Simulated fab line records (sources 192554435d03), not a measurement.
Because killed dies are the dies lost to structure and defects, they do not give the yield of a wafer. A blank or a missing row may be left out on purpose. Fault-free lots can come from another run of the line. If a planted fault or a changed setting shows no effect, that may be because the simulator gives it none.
What tool caused it? + flow n5 finfet + 36 wafers from 12 lots sampled at 2 of the route's 1938 steps

WHAT THE GAUGES READ, wafer by wafer
N5_BEOL_M12_CD_MEAS_28 targets a cd of 160.2 nm.
| lot  | measured     | on        | cd nm (nm)        |
|------|--------------|-----------|-------------------|
| L074 | day 10 21:29 | cd sem-01 | 158.1 156.9 159.3 |
| L078 | day 11 12:06 | cd sem-02 | 158.2 159.8 161.0 |
| L079 | day 12 02:18 | cd sem-02 | 159.2 157.3 160.2 |
| L080 | day 12 10:09 | cd sem-03 | 163.1 161.9 162.0 |
| L082 | day 12 17:19 | cd sem-03 | 161.7 162.5 162.3 |
| L086 | day 13 20:25 | cd sem-01 | 163.8 164.8 162.7 |
| L087 | day 14 00:41 | cd sem-03 | 160.3 159.6 158.7 |
| L090 | day 14 07:23 | cd sem-01 | 161.2 161.9 160.3 |
| L091 | day 14 18:52 | cd sem-01 | 159.9 161.8 159.9 |
| L093 | day 15 09:27 | cd sem-02 | 161.2 161.2 161.5 |
| L095 | day 15 19:47 | cd sem-02 | 160.7 160.9 161.6 |
| L097 | day 16 02:14 | cd sem-02 | 161.2 159.5 160.4 |

WHAT TOOL EACH LOT RAN ON (gives the tool, then ch and the chambers of the sampled wafers, and finally the start)
| lot  | N5_BEOL_M12_STRIP_64                 |
|------|--------------------------------------|
| L074 | plasma asher-01 ch 0,1, day 10 21:00 |
| L078 | plasma asher-02 ch 0,1, day 11 11:35 |
| L079 | plasma asher-02 ch 0,1, day 12 01:39 |
| L080 | plasma asher-02 ch 0,1, day 12 09:33 |
| L082 | plasma asher-01 ch 0, day 12 16:50   |
| L086 | plasma asher-01 ch 0, day 13 19:56   |
| L087 | plasma asher-02 ch 0,1, day 14 00:10 |
| L090 | plasma asher-01 ch 0,1, day 14 06:47 |
| L091 | plasma asher-01 ch 0,1, day 14 18:24 |
| L093 | plasma asher-02 ch 0,1, day 15 08:59 |
| L095 | plasma asher-01 ch 0, day 15 19:19   |
| L097 | plasma asher-01 ch 0,1, day 16 01:46 |
- N5_BEOL_M12_STRIP_64: strips in N2/H2.

THE ANSWER, worked out from the rows above alone
Rule: the lots themselves supply what counts as usual. Put in order of their means at a reading, lots are off if they are a third of the lots or fewer, leave a main group of 4 or more, and stand apart from it by a gap of 3 or more times the standard deviation of the main group's means; of several such gaps the widest counts. Not used: any main group whose means are identical at the precision the tables above print for the reading. Also off: a lot with no number at a reading for which 4 or more lots have one. All remaining lots with rows at the step are treated as sound.
Across all readings shown, no lot is off: no conclusion can be drawn from this.

WHAT HAD BEEN PUT IN BY THE SIMULATOR
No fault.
